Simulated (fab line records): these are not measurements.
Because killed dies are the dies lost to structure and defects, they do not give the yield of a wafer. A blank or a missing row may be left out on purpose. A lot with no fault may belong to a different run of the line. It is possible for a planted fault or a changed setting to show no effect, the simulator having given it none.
fab line records | flow nand_harc
record: lots: 6 | wafers: 18 | last_day: 33
route steps=1302 shown A_CHANNEL_FILL_D1@496 END@1302
lots that met no fault: from a run of the same line without faults
start_h: hours from the record's opening day to when the first of the lot's shown wafers began | wait_h: hours since the lot's step before | " the same as in the row above | L1.1+2: one row covering several wafers at once | - no value, or no start given | * or withheld: withheld | < > ~ a bound
route shown NAME@n: NAME is a module with steps in the file, n the number in the route of the first one | usual: mean/standard deviation taken from wafers without a fault | same: alike in all rows | chamber/n: place in a boat | sites: readings site by site | _std_site: their standard deviation | _edge_site: inner sites' mean taken away from outer sites' mean | radius_mm: how far each site lies from the wafer's centre | mask NAME#n: copy n | behind: the most recent tool/chamber to have shaped the wafer | hold: why the lot went on hold/how many hours it stayed there/how the hold came to an end | device: names the non-switching transistor (n, p or np) | end of line: the tests these same wafers got at the end of their route | a step without rows: its recipe alone | killed: not the wafer's yield, but the dies lost to structure and defects at the first sort | map: shows each die of a wafer: x if killed, . if not, _ if none is there
set.NAME: the setting as run; set.NAME@STEP: as run at that earlier step | model.NAME: the simulator's own value behind a step, which no gauge read
certain route steps with their lots: each step a table, each wafer a row
services: when a tool's chamber went out of use (start_h, in hours from the record's first day, below 0 if earlier), for how many hours, and the reason
== steps ==
step: NHARC_A_CHANNEL_FILL_D1_ALD_16
recipe: target_thk_a: 15 | pulse_time_s: 10 | ald_cycles: 15 | temp_c: 300 | material: SiO2
usual: heater_power_w: 465/51 | precursor_pulse_height_rel: 1.000/0.019 | susceptor_temp_C: 299.98/0.19
lot.wafer | tool      | chamber | start_h | wait_h | heater_power_w | precursor_pulse_height_rel | susceptor_temp_C
L296.4    | ald_hk-04 | 3       | 204.54  | 0.0    | 463            | 1.034                      | 299.97
L296.3    | "         | 1       | "       | "      | 480            | 1.026                      | 299.58
L296.6    | "         | 3       | "       | "      | 472            | 0.998                      | 300.09
L295.4    | ald_hk-01 | 2       | 204.56  | 0.1    | 514            | 1.023                      | 299.59
L295.2    | "         | 0       | "       | "      | 430            | 1.045                      | 299.97
L295.5    | "         | 1       | "       | "      | 394            | 1.001                      | 300.12
L305.1    | ald_hk-03 | 0       | 309.27  | 0.2    | 477            | 0.978                      | 299.96
L305.3    | "         | 1       | "       | "      | 522            | 0.996                      | 299.83
L305.4    | "         | 2       | "       | "      | 411            | 1.001                      | 300.25
L306.1    | ald_hk-01 | 2       | 321.14  | 0.2    | 536            | 1.010                      | 299.95
L306.2    | "         | 3       | "       | "      | 536            | 0.996                      | 300.04
L306.6    | "         | 3       | "       | "      | 525            | 1.016                      | 300.30
L314.3    | ald_hk-01 | 2       | 400.39  | 0.1    | 543            | 0.988                      | 299.77
L314.4    | "         | 3       | "       | "      | 535            | 1.000                      | 300.16
L314.5    | "         | 2       | "       | "      | 540            | 1.009                      | 299.74
L316.4    | ald_hk-01 | 1       | 420.62  | 0.0    | 389            | 0.993                      | 299.84
L316.3    | "         | 0       | "       | "      | 423            | 1.009                      | 300.07
L316.6    | "         | 2       | "       | "      | 554            | 1.004                      | 299.99
step: NHARC_A_CHANNEL_FILL_D1_ANNEAL_17
recipe: temp_c: 850 | time_s: 1800
step: NHARC_A_CHANNEL_FILL_D1_CVD_18
recipe: target_thk_a: 30 | temp_c: 550 | material: poly-Si
step: NHARC_A_CHANNEL_FILL_D1_ETCHBACK_19
recipe: target_depth_a: 50 | time_s: 1.7 | hbr_flow_sccm: 150 | cl2_flow_sccm: 50 | rf_w: 400 | icp_w: 400 | bias_w: 100 | chemistry: HBr/Cl2
usual: drypump_motor_current_A: 5.8/0.53 | hbr_flow_sccm: 150.1/0.45 | mfc_cl2_sccm: 50.02/0.16 | oes_product_au: 1.001/0.012 | throttle_valve_pct: 26.406/0.0091
lot.wafer | tool      | chamber | start_h | wait_h | drypump_motor_current_A | hbr_flow_sccm | mfc_cl2_sccm | oes_product_au | rf_hours_counter_h | throttle_valve_pct
L295.2    | rie_si-03 | 2       | 216.23  | 0.4    | 5.2                     | 150.6         | 50.10        | 1.008          | 1.0                | 26.396
L295.4    | "         | 3       | "       | "      | 6.2                     | 149.8         | 50.07        | 1.015          | 1.0                | 26.396
L295.5    | "         | 3       | "       | "      | 6.2                     | 149.9         | 50.08        | 1.009          | -                  | 26.397
L296.3    | rie_si-01 | 3       | 216.25  | 0.4    | 5.3                     | 150.6         | 49.81        | 1.009          | 0.1                | 26.394
L296.4    | "         | 0       | "       | "      | 6.0                     | 149.9         | 49.89        | 0.985          | 0.0                | 26.414
L296.6    | "         | 2       | "       | "      | 5.9                     | 150.1         | 49.72        | 0.989          | -                  | 26.398
L305.3    | rie_si-01 | 2       | 321.27  | 0.4    | 5.9                     | 150.0         | 49.82        | 1.007          | 0.7                | 26.397
L305.1    | "         | 1       | "       | "      | 5.6                     | 150.7         | 49.88        | 1.010          | 0.7                | 26.414
L305.4    | "         | 3       | "       | "      | 5.3                     | 150.2         | 49.84        | 1.017          | -                  | 26.414
L306.2    | rie_si-01 | 2       | 333.13  | 0.4    | 5.9                     | 150.1         | 50.02        | 1.010          | 0.8                | 26.400
L306.1    | "         | 3       | "       | "      | 5.2                     | 150.2         | 50.02        | 1.007          | 0.7                | 26.418
L306.6    | "         | 1       | "       | "      | 5.6                     | 149.4         | 50.22        | 1.003          | -                  | 26.404
L314.4    | rie_si-04 | 0       | 412.41  | 0.4    | 6.0                     | 150.8         | 49.96        | 0.998          | 0.4                | 26.411
L314.3    | "         | 3       | "       | "      | 6.0                     | 149.4         | 50.10        | 1.019          | 0.3                | 26.400
L314.5    | "         | 1       | "       | "      | 6.7                     | 150.5         | 49.66        | 1.016          | -                  | 26.412
L316.3    | rie_si-04 | 2       | 432.44  | 0.4    | 5.0                     | 150.0         | 50.19        | 1.000          | 0.4                | 26.418
L316.4    | "         | 1       | "       | "      | 6.6                     | 150.1         | 50.09        | 1.012          | 0.6                | 26.415
L316.6    | "         | 3       | "       | "      | 6.0                     | 149.9         | 49.75        | 1.008          | -                  | 26.407
step: NHARC_A_CHANNEL_FILL_D1_ETCHBACK_20
recipe: target_depth_a: 270 | time_s: 13.5 | c4f8_flow_sccm: withheld | o2_flow_sccm: 8 | ar_flow_sccm: withheld | rf_w: 600 | bias_w: 1500 | chemistry: C4F8/O2/Ar
usual: oes_product_au: 0.96/0.039 | rf_vpp_V: 977/5.5 | run_length_s: 34.6/0.38
lot.wafer | tool        | chamber | start_h | wait_h | oes_product_au | rf_hours_counter_h | rf_vpp_V | run_length_s
L295.4    | rie_diel-09 | 0       | 216.38  | -      | 1.00           | 3.2                | 971      | 34.9
L295.2    | "           | 1       | "       | "      | 1.01           | 2.5                | 982      | 34.6
L295.5    | "           | 3       | "       | "      | 0.98           | -                  | 977      | 34.5
L296.3    | rie_diel-04 | 1       | 216.38  | -      | 0.98           | 2.0                | 986      | 33.9
L296.4    | "           | 2       | "       | "      | 0.98           | 2.1                | 977      | 35.2
L296.6    | "           | 0       | "       | "      | 1.01           | -                  | 969      | 34.2
L305.1    | rie_diel-04 | 2       | 321.44  | -      | 0.93           | 8.4                | 977      | 35.0
L305.3    | "           | 3       | "       | "      | 1.00           | 7.2                | 976      | 35.4
L305.4    | "           | 0       | "       | "      | 0.94           | 8.1                | 969      | 34.8
L306.2    | rie_diel-04 | 1       | 333.25  | -      | 0.93           | 8.4                | 985      | 34.1
L306.1    | "           | 2       | "       | "      | 0.93           | 8.6                | 977      | 34.8
L306.6    | "           | 1       | "       | "      | 0.92           | -                  | 985      | 34.2
L314.3    | rie_diel-02 | 3       | 412.55  | -      | 1.00           | 0.1                | 980      | 34.8
L314.4    | "           | 1       | "       | "      | 0.98           | 0.1                | 984      | 34.4
L314.5    | "           | 2       | "       | "      | 1.01           | -                  | 975      | 35.0
L316.4    | rie_diel-04 | 2       | 432.57  | -      | 1.00           | 5.2                | 976      | 35.3
L316.3    | "           | 0       | "       | "      | 0.99           | 5.4                | 971      | 34.2
L316.6    | "           | 2       | "       | "      | 0.99           | -                  | 976      | 34.9
step: NHARC_A_CHANNEL_FILL_D1_STRIP_28
recipe: time_s: 20 | o2_flow_sccm: 500 | ar_flow_sccm: 0 | bias_w: 0 | chemistry: O2
step: NHARC_A_CHANNEL_FILL_D1_PRECLEAN_21
recipe: time_s: 30 | chemistry: dHF
step: NHARC_A_CHANNEL_FILL_D1_SRD_23
step: NHARC_A_CHANNEL_FILL_D1_CVD_05
recipe: target_thk_a: 50 | temp_c: 550 | material: poly-Si
step: NHARC_A_CHANNEL_FILL_D1_ANNEAL_22
recipe: temp_c: 620 | time_s: 7200
step: NHARC_A_CHANNEL_FILL_D1_THK_MEAS_06
recipe: thk_meas_gauge: ellipsometry
usual: thk_nm: 5.0/1
lot.wafer | tool          | chamber | start_h | wait_h | thk_nm
L296.3    | film_metro-02 | -       | 227.64  | 0.4    | 6.6
L296.4    | "             | -       | "       | "      | 4.9
L296.6    | "             | -       | "       | "      | 5.1
L295.2    | film_metro-01 | -       | 227.65  | 0.4    | 5.6
L295.4    | "             | -       | "       | "      | 6.2
L295.5    | "             | -       | "       | "      | 3.3
L305.1    | film_metro-01 | -       | 333.25  | 0.4    | 6.1
L305.3    | "             | -       | "       | "      | 5.0
L305.4    | "             | -       | "       | "      | 4.9
L306.1    | film_metro-02 | -       | 345.09  | 0.4    | 6.5
L306.2    | "             | -       | "       | "      | 3.2
L306.6    | "             | -       | "       | "      | 5.1
L314.3    | film_metro-02 | -       | 424.40  | 0.4    | 4.1
L314.4    | "             | -       | "       | "      | 5.3
L314.5    | "             | -       | "       | "      | 6.2
L316.3    | film_metro-01 | -       | 444.31  | 0.4    | 3.8
L316.4    | "             | -       | "       | "      | 4.8
L316.6    | "             | -       | "       | "      | 5.3
step: NHARC_A_CHANNEL_FILL_D1_ALD_25
recipe: target_thk_a: 600 | pulse_time_s: 10 | ald_cycles: 600 | temp_c: 300 | material: SiOx
usual: heater_power_w: 469/50 | precursor_pulse_height_rel: 1.004/0.02 | susceptor_temp_C: 300.03/0.2
lot.wafer | tool      | chamber | start_h | wait_h | heater_power_w | precursor_pulse_height_rel | susceptor_temp_C
L296.4    | ald_hk-01 | 0       | 230.49  | 2.8    | 431            | 0.997                      | 299.76
L296.3    | "         | 1       | 231.71  | 4.1    | 386            | 0.976                      | 299.97
L296.6    | "         | 3       | 234.15  | 6.5    | 507            | 0.963                      | 299.98
L295.4    | ald_hk-03 | 2       | 230.85  | 3.2    | 416            | 0.980                      | 300.15
L295.2    | "         | 3       | "       | "      | 436            | 1.013                      | 299.85
L295.5    | "         | 2       | 233.30  | 5.7    | 415            | 0.961                      | 299.73
L305.4    | ald_hk-04 | 3       | 333.31  | 0.1    | 473            | 1.000                      | 299.88
L305.1    | "         | 1       | 334.53  | 1.3    | 502            | 1.002                      | 300.43
L305.3    | "         | 2       | "       | "      | 413            | 0.990                      | 300.08
L306.2    | ald_hk-03 | 1       | 347.16  | 2.1    | 529            | 0.990                      | 300.37
L306.1    | "         | 2       | "       | "      | 406            | 1.035                      | 299.70
L306.6    | "         | 0       | 348.99  | 3.9    | 477            | 1.021                      | 300.07
L314.3    | ald_hk-04 | 1       | 425.70  | 1.3    | 514            | 0.999                      | 300.07
L314.4    | "         | 2       | "       | "      | 407            | 1.007                      | 300.54
L314.5    | "         | 0       | 427.56  | 3.2    | 500            | 0.958                      | 300.15
L316.3    | ald_hk-03 | 2       | 445.59  | 1.3    | 415            | 1.003                      | 300.06
L316.4    | "         | 3       | "       | "      | 461            | 1.025                      | 300.07
L316.6    | "         | 0       | "       | "      | 489            | 1.010                      | 300.08
step: NHARC_A_CHANNEL_FILL_D1_ETCHBACK_08
recipe: target_depth_a: 2200 | time_s: 110 | c4f8_flow_sccm: 20 | ar_flow_sccm: withheld | rf_w: 600 | bias_w: 300 | chemistry: C4F8
usual: oes_product_au: 0.95/0.035 | rf_vpp_V: 440.2/2.6 | run_length_s: 131.3/0.4
lot.wafer | tool        | chamber | start_h | wait_h | oes_product_au | rf_hours_counter_h | rf_vpp_V | run_length_s
L295.2    | rie_diel-02 | 2       | 235.79  | -      | 1.00           | 0.1                | 440.9    | 131.5
L295.4    | "           | 1       | "       | "      | 1.00           | -                  | 444.2    | 131.0
L295.5    | "           | 0       | "       | "      | 0.99           | -                  | 436.6    | 131.8
L296.3    | rie_diel-04 | 1       | 237.22  | -      | 0.94           | 3.6                | 443.3    | 131.2
L296.4    | "           | 1       | "       | "      | 0.93           | -                  | 443.7    | 130.7
L296.6    | "           | 2       | "       | "      | 0.93           | -                  | 439.0    | 132.1
L305.4    | rie_diel-04 | 2       | 338.83  | -      | 0.92           | 8.9                | 441.1    | 138.0
L305.3    | "           | 3       | "       | "      | 0.92           | 7.7                | 441.7    | 131.8
L305.1    | "           | 1       | "       | "      | 0.93           | 9.0                | 443.8    | 130.6
L306.2    | rie_diel-04 | 2       | 351.45  | -      | 0.92           | 9.7                | 439.1    | 138.0
L306.1    | "           | 1       | "       | "      | 0.92           | 9.6                | 445.3    | 131.2
L306.6    | "           | 2       | "       | "      | 0.93           | -                  | 441.6    | 138.0
L314.3    | rie_diel-04 | 3       | 430.03  | -      | 1.00           | 4.8                | 440.1    | 131.8
L314.4    | "           | 0       | "       | "      | 0.98           | 5.3                | 436.8    | 130.9
L314.5    | "           | 0       | "       | "      | 0.99           | -                  | 437.5    | 130.7
L316.4    | rie_diel-02 | 3       | 449.90  | -      | 1.01           | 1.0                | 441.5    | 131.1
L316.3    | "           | 1       | "       | "      | 0.98           | 1.3                | 444.1    | 131.2
L316.6    | "           | 3       | "       | "      | 1.01           | -                  | 442.9    | 131.3
step: NHARC_A_CHANNEL_FILL_D1_STRIP_29
recipe: time_s: 20 | o2_flow_sccm: 500 | ar_flow_sccm: 0 | bias_w: 0 | chemistry: O2
usual: drypump_motor_current_A: 6.0/0.44 | oes_product_au: 1.000/0.011 | rf_vpp_V: 57.8/0.96 | showerhead_plenum_p_Torr: 3.50/0.14 | throttle_valve_pct: 17.038/0.0087
lot.wafer | tool        | chamber | start_h | wait_h | drypump_motor_current_A | oes_product_au | rf_hours_counter_h | rf_vpp_V | showerhead_plenum_p_Torr | throttle_valve_pct
L295.2    | rie_diel-02 | 2       | 235.96  | 0.1    | 5.8                     | 1.000          | 0.2                | 59.0     | 3.44                     | 17.045
L295.5    | "           | 0       | "       | "      | 6.3                     | 0.986          | -                  | 58.3     | 3.32                     | 17.047
L295.4    | "           | 2       | "       | "      | 5.9                     | 0.986          | -                  | 58.4     | 3.44                     | 17.052
L296.3    | rie_diel-04 | 1       | 237.40  | 0.2    | 6.5                     | 1.002          | 3.6                | 58.9     | 3.71                     | 17.046
L296.4    | "           | 2       | "       | "      | 6.1                     | 0.996          | -                  | 57.0     | 3.48                     | 17.035
L296.6    | "           | 0       | "       | "      | 6.1                     | 1.012          | -                  | 59.2     | 3.32                     | 17.047
L305.3    | rie_diel-04 | 0       | -       | -      | 6.0                     | 1.028          | 8.7                | 58.3     | 3.31                     | 17.031
L305.1    | "           | 1       | "       | "      | 6.4                     | 1.006          | 9.0                | 57.9     | 3.71                     | 17.022
L305.4    | "           | 3       | "       | "      | 6.5                     | 0.995          | 7.7                | 57.4     | 3.48                     | 17.041
L306.1    | rie_diel-04 | 3       | -       | -      | 6.5                     | 0.990          | 8.5                | 58.3     | 3.48                     | 17.018
L306.2    | "           | 0       | "       | "      | 6.0                     | 1.020          | 9.3                | 57.0     | 3.31                     | 17.043
L306.6    | "           | 2       | "       | "      | 6.1                     | 0.999          | -                  | 56.6     | 3.48                     | 17.054
L314.3    | rie_diel-04 | 0       | -       | -      | 6.0                     | 0.990          | 5.3                | 57.2     | 3.31                     | 17.036
L314.4    | "           | 1       | "       | "      | 6.5                     | 1.008          | 5.7                | 59.1     | 3.70                     | 17.031
L314.5    | "           | 3       | "       | "      | 6.5                     | 1.013          | -                  | 57.8     | 3.48                     | 17.053
L316.4    | rie_diel-02 | 2       | -       | -      | 5.9                     | 1.019          | 1.1                | 59.4     | 3.43                     | 17.030
L316.3    | "           | 3       | "       | "      | 6.2                     | 1.011          | 1.0                | 56.8     | 3.59                     | 17.041
L316.6    | "           | 0       | "       | "      | 6.3                     | 1.000          | -                  | 55.8     | 3.32                     | 17.045
step: NHARC_END_SORT_01
recipe: temp_c: 25
usual: killed_at_array: 56/17 | killed_at_other: 0.9/1.2 | killed_at_periphery: 3.9/2.5 | killed_dies: 61/17 | killed_open: 3.2/1.8 | killed_short: 2.7/1.7
same: gross_dies: 677
lot.wafer | tool      | chamber | start_h | wait_h | killed_at_array | killed_at_other | killed_at_periphery | killed_dies | killed_open | killed_short
L296.3    | prober-01 | 0       | 574.10  | 3.1    | 26              | 3               | 9                   | 38          | 6           | 1
L296.4    | prober-01 | 0       | 574.89  | 3.4    | 48              | 1               | 4                   | 53          | 4           | 3
L296.6    | prober-01 | 0       | 576.48  | 4.0    | 27              | 0               | 4                   | 31          | 3           | 4
L295.2    | prober-02 | 0       | 586.40  | 2.8    | 79              | 3               | 3                   | 85          | 4           | 6
L295.4    | prober-02 | 0       | 588.01  | 3.4    | 58              | 4               | 4                   | 66          | 0           | 6
L295.5    | prober-02 | 0       | 588.82  | 3.7    | 70              | 1               | 6                   | 77          | 5           | 1
L305.1    | prober-01 | 0       | 661.53  | 2.5    | 69              | 0               | 3                   | 72          | 2           | 3
L305.3    | prober-01 | 0       | 663.12  | 3.1    | 67              | 0               | 2                   | 69          | 1           | 1
L305.4    | prober-01 | 0       | 663.91  | 3.4    | 95              | 0               | 0                   | 95          | 3           | 3
L306.1    | prober-01 | 0       | 680.36  | 2.5    | 53              | 0               | 6                   | 59          | 7           | 5
L306.2    | prober-01 | 0       | 681.16  | 2.8    | 61              | 0               | 6                   | 67          | 2           | 5
L306.6    | prober-01 | 0       | 684.37  | 4.0    | 53              | 1               | 6                   | 60          | 4           | 2
L316.3    | prober-01 | 0       | 780.32  | 3.1    | 38              | 3               | 6                   | 47          | 2           | 2
L316.4    | prober-01 | 0       | 781.12  | 3.4    | 29              | 1               | 3                   | 33          | 2           | 2
L316.6    | prober-01 | 0       | 782.73  | 4.0    | 28              | 7               | 4                   | 39          | 2           | 3
killed by level:class
L296.3 A_SLIT:chamber_film_flake=14 P_CONTACT:geometric_particle:open=3 A_CHANNEL_HOLE_D2:chamber_film_flake=3 P_ZERO_WELL:chamber_film_flake=2 P_BONDPAD:chamber_film_flake=2 A_WL_FILL:chamber_film_flake=2 A_M1:chamber_film_flake=2 THIN_TSV:chamber_film_flake=2
L296.4 A_SLIT:chamber_film_flake=27 A_CHANNEL_HOLE_D2:chamber_film_flake=5 A_STAIRCASE:chamber_film_flake=4 A_CONTACT:chamber_film_flake=3 A_BLC:geometric_particle:open=2 P_BONDPAD:chamber_film_flake=2 A_CHANNEL_FILL_D1:chamber_film_flake=2 P_M1:geometric_particle:open=1
L296.6 A_SLIT:chamber_film_flake=12 A_CHANNEL_HOLE_D2:chamber_film_flake=3 A_CHANNEL_HOLE_D1:geometric_particle:short=2 P_BONDPAD:chamber_film_flake=2 P_BONDPAD:geometric_particle:short=1 A_ONON_D2:geometric_particle:short=1 A_ONON_D2:geometric_particle:open=1 A_CHANNEL_FILL_D2:geometric_particle:open=1
L295.2 A_CHANNEL_HOLE_D1:chamber_film_flake=40 A_SLIT:chamber_film_flake=21 A_CHANNEL_HOLE_D2:chamber_film_flake=5 A_STAIRCASE:chamber_film_flake=3 A_CHANNEL_FILL_D2:geometric_particle:open=2 THIN_TSV:chamber_film_flake=2 P_CONTACT:geometric_particle:open=1 A_DECK1_JOINT:geometric_particle:short=1
L295.4 A_CHANNEL_HOLE_D1:chamber_film_flake=28 A_SLIT:chamber_film_flake=13 A_CHANNEL_HOLE_D2:chamber_film_flake=7 THIN_TSV:chamber_film_flake=4 A_WL_FILL:geometric_particle:short=3 P_BONDPAD:chamber_film_flake=3 A_CONTACT:chamber_film_flake=3 P_M1:geometric_particle:short=1
L295.5 A_CHANNEL_HOLE_D1:chamber_film_flake=32 A_SLIT:chamber_film_flake=25 A_CHANNEL_HOLE_D2:chamber_film_flake=5 A_M0:geometric_particle:open=3 P_GATE:chamber_film_flake=3 P_BONDPAD:chamber_film_flake=2 A_WL_FILL:chamber_film_flake=2 A_DECK1_JOINT:geometric_particle:open=1
L305.1 A_CHANNEL_HOLE_D1:chamber_film_flake=29 A_SLIT:chamber_film_flake=12 A_CONTACT:chamber_film_flake=11 A_CHANNEL_HOLE_D2:chamber_film_flake=9 A_STAIRCASE:chamber_film_flake=2 P_STI:geometric_particle:short=1 P_CONTACT:geometric_particle:open=1 A_CHANNEL_FILL_D1:geometric_particle:short=1
L305.3 A_CHANNEL_HOLE_D1:chamber_film_flake=34 A_SLIT:chamber_film_flake=14 A_CONTACT:chamber_film_flake=11 A_CHANNEL_HOLE_D2:chamber_film_flake=6 P_M1:geometric_particle:short=1 A_CHANNEL_HOLE_D1:geometric_particle:open=1 P_M0:chamber_film_flake=1 A_DECK1_JOINT:chamber_film_flake=1
L305.4 A_SLIT:chamber_film_flake=35 A_CHANNEL_HOLE_D1:chamber_film_flake=32 A_CONTACT:chamber_film_flake=13 A_CHANNEL_HOLE_D2:chamber_film_flake=9 A_CHANNEL_HOLE_D1:geometric_particle:short=1 A_ONON_D2:geometric_particle:open=1 A_CHANNEL_FILL_D2:geometric_particle:short=1 A_CHANNEL_FILL_D2:geometric_particle:open=1
L306.1 A_SLIT:chamber_film_flake=19 A_CHANNEL_HOLE_D2:chamber_film_flake=19 A_CHANNEL_HOLE_D1:chamber_film_flake=3 A_CONTACT:chamber_film_flake=3 A_ONON_D1:geometric_particle:open=2 P_GATE:chamber_film_flake=2 P_GATE:geometric_particle:short=1 P_CONTACT:geometric_particle:open=1
L306.2 A_SLIT:chamber_film_flake=36 A_CHANNEL_HOLE_D2:chamber_film_flake=11 A_CONTACT:chamber_film_flake=6 A_WL_FILL:geometric_particle:short=2 P_STI:chamber_film_flake=2 A_CHANNEL_HOLE_D1:chamber_film_flake=2 P_GATE:geometric_particle:short=1 P_GATE:geometric_particle:open=1
L306.6 A_SLIT:chamber_film_flake=38 A_CHANNEL_HOLE_D2:chamber_film_flake=7 A_CHANNEL_HOLE_D1:chamber_film_flake=4 P_STI:chamber_film_flake=3 P_GATE:geometric_particle:open=1 P_CONTACT:geometric_particle:open=1 A_CHANNEL_FILL_D1:geometric_particle:open=1 A_DECK1_JOINT:geometric_particle:open=1
L316.3 A_SLIT:chamber_film_flake=10 A_STAIRCASE:chamber_film_flake=9 A_CONTACT:chamber_film_flake=5 P_ZERO_WELL:chamber_film_flake=3 A_CHANNEL_HOLE_D1:chamber_film_flake=3 A_WL_FILL:chamber_film_flake=3 A_BLC:chamber_film_flake=3 THIN_TSV:chamber_film_flake=3
L316.4 A_SLIT:chamber_film_flake=9 A_STAIRCASE:chamber_film_flake=7 A_CONTACT:chamber_film_flake=5 P_GATE:chamber_film_flake=3 A_WL_FILL:geometric_particle:open=2 A_CHANNEL_HOLE_D1:chamber_film_flake=2 A_BLC:chamber_film_flake=2 A_CHANNEL_HOLE_D2:geometric_particle:short=1
L316.6 A_SLIT:chamber_film_flake=8 A_STAIRCASE:chamber_film_flake=7 THIN_TSV:chamber_film_flake=7 A_CONTACT:chamber_film_flake=6 P_GATE:chamber_film_flake=3 A_WL_FILL:geometric_particle:short=2 A_CHANNEL_HOLE_D2:geometric_particle:short=1 A_WL_FILL:geometric_particle:open=1
== services ==
tool        | chamber | start_h | hours | kind
rie_si-01   | 1       | 190.68  | 8.7   | repair
rie_diel-02 | 1       | 191.53  | 11.1  | repair
rie_diel-02 | 0       | 192.63  | 1.2   | repair
rie_si-01   | -       | 193.00  | 9.0   | pm
rie_diel-04 | 3       | 202.26  | 9.3   | repair
ald_hk-03   | -       | 212.00  | 10.0  | pm
rie_diel-02 | 2       | 212.08  | 1.7   | repair
rie_diel-02 | -       | 216.70  | 9.0   | pm
rie_si-01   | 1       | 224.75  | 6.6   | repair
rie_diel-02 | 3       | 228.12  | 17.8  | repair
rie_diel-04 | 3       | 233.51  | 8.7   | repair
ald_hk-03   | -       | 248.47  | 0.5   | repair
ald_hk-04   | -       | 254.52  | 10.0  | pm
rie_si-01   | 0       | 258.90  | 5.8   | repair
ald_hk-04   | -       | 282.13  | 4.4   | repair
rie_si-01   | 0       | 313.25  | 8.3   | repair
rie_diel-04 | -       | 354.90  | 9.0   | pm
rie_diel-02 | -       | 368.08  | 1.9   | repair
rie_si-01   | -       | 370.00  | 9.0   | pm
rie_diel-02 | -       | 393.70  | 9.0   | pm
rie_diel-04 | 3       | 401.26  | 2.6   | repair
ald_hk-03   | -       | 422.00  | 0.9   | repair
rie_si-01   | 1       | 431.34  | 15.2  | repair
rie_diel-04 | 2       | 437.26  | 23.7  | repair
== key ==
first_sign: step: NHARC_A_CHANNEL_FILL_D1_ETCHBACK_08 | reading: run_length_s | direction: up | sigmas: 17 | usual: * | struck: *
effect none on later readings
met_at NHARC_A_CHANNEL_FILL_D1_ETCHBACK_08
struck_wafers L305.4,L306.2,L306.6
tester_left_out L305,L306
onset_between 237.22 338.83
fault: kind: process_parameter_drift | tool: rie_diel-04 | chamber: 2 | onset_h: 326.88 | steps: NHARC_A_CHANNEL_FILL_D1_ETCHBACK_08 | channel: time_s | offset: * | shape: step | end_h: 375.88 | acts_in: * | stated: *
tester_left_out: of these lots the tester's yield and bins aren't shown, on N5 and GAA mostly nor the transistor test; their killed dies are dies lost to structure and defects alone, not to doping, threshold or leakage, so they don't give the yield
